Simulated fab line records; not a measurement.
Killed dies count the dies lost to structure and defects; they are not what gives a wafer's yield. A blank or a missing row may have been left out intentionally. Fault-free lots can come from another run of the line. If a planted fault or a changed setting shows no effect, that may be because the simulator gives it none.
Struck lot and sound lot, side by side / flow nand_harc / 15 steps out of a route of 1302
Sound: wafers L299.2, L299.3, L299.5. Struck: wafers L311.2, L311.4. (L311.6 of the same lot was not struck and is left out.) The cause comes at the end.
Each step with rows lists, per side, the tool, then ch with its chambers, then its first start. Under that, the readings that differ: sound wafers / struck wafers / difference of the means / sigmas: that difference in standard deviations of wafers without a fault.
alike: same words and numbers on both sides, and readings whose means sit less than 2 such deviations apart. not compared: any withheld reading, any reading some wafer has no value for, any bound like >300 that may hide the same value, and any number with overlapping values for which the record gives no deviation.
The two part at a step that has a row with sigmas, a row that says differs or no value, or rows on one side only. Numbers that don't overlap but have no deviation are shown without sigmas and don't part them. A reading missing from all wafers of one side parts the sides only when that side holds two or more wafers.

first, 7 steps without rows for these wafers: NHARC_A_BLC_COAT_03 (time 65 s); NHARC_A_BLC_COAT_04 (resist thk 90 nm); NHARC_A_BLC_SOFTBAKE_05 (time 55 s); NHARC_A_BLC_EBR_06; NHARC_A_BLC_EXPOSE_07 (exposes mask A BLC, target cd 100 nm); NHARC_A_BLC_PEB_08 (peb time 65 s); NHARC_A_BLC_DEVELOP_09 (develop time 35 s).
NHARC_A_BLC_CD_MEAS_10: target cd 100 nm.
  sound on cd_sem-02 ch 0, day 23 14:49; struck on cd_sem-02 ch 0, day 27 23:53
  alike: cd_nm
NHARC_A_BLC_OVL_MEAS_11:
  struck on overlay-02, day 27 23:59; sound on overlay-02, day 23 14:54
reading=overlay_x_nm (nm); sound=-1.1 -1.0 -0.7; struck=1.4 1.4; difference=+2.3; sigmas=+3
  alike: overlay_y_nm
NHARC_A_BLC_INSPECT_12:
  struck on defect_inspect-02, day 28 00:01; sound on defect_inspect-02, day 23 14:56
reading=raw_defect_count; sound=54 46 50; struck=118 141; difference=+80; sigmas=+2
NHARC_A_BLC_DESCUM_15: chemistry O2, time 3 s.
  sound on rie_diel-11 ch 2,3, day 23 15:00; struck on rie_diel-11 ch 0,1, day 28 00:05
reading=throttle_valve_pct (%); sound=11.314 11.315 11.335; struck=11.301 11.290; difference=-0.026; sigmas=-3
  alike: drypump_motor_current_A, o2_flow_sccm, oes_product_au, rf_vpp_V, showerhead_plenum_p_Torr
  not compared: rf_hours_counter_h
NHARC_A_BLC_ETCH_16: etches the open film in CF4, target depth 39 nm, time 65 s.
  sound on rie_diel-11 ch 1,2, day 23 15:05; struck on rie_diel-11 ch 1,3, day 28 00:10
  alike: drypump_motor_current_A, oes_product_au, rf_vpp_V, run_length_s, showerhead_plenum_p_Torr, throttle_valve_pct
  not compared: rf_hours_counter_h
NHARC_A_BLC_ETCH_17: etches the open film in N2/H2, target depth 390 nm, time 609.38 s.
  sound on rie_diel-11 ch 1,3, day 23 15:13; struck on rie_diel-11 ch 0,1, day 28 00:15
reading=run_length_s (s); sound=630.9 630.6 630.6; struck=614.0 614.0; difference=-16.7; sigmas=-51
  alike: drypump_motor_current_A, oes_product_au, rf_vpp_V, showerhead_plenum_p_Torr, throttle_valve_pct
  not compared: rf_hours_counter_h
NHARC_A_BLC_ETCH_18: etches the open film in C4F8/O2/Ar, target depth 910 nm.
  sound: rie_diel-11 ch 0,2,3; struck: rie_diel-11 ch 0,3
  alike: oes_product_au, rf_vpp_V
  not compared: rf_hours_counter_h
-- the record jumps here: 2 days lie between the struck wafers' starts before and after (it left off in module A_BLC and takes up again in module END, whose first step shown is number 1302 of the route) --
NHARC_END_SORT_01:
  sound on prober-02 ch 0, day 25 13:20; struck on prober-01 ch 0, day 30 01:28
  alike: killed_at_array, killed_at_other, killed_at_periphery, killed_dies, killed_open, killed_short

## WHERE THEY PART
At NHARC_A_BLC_OVL_MEAS_11 first; at NHARC_A_BLC_ETCH_17 last (within this record only). Later steps at which nothing parts them and some readings are alike: NHARC_A_BLC_ETCH_18, NHARC_END_SORT_01.

WHY: whatever the simulator had introduced
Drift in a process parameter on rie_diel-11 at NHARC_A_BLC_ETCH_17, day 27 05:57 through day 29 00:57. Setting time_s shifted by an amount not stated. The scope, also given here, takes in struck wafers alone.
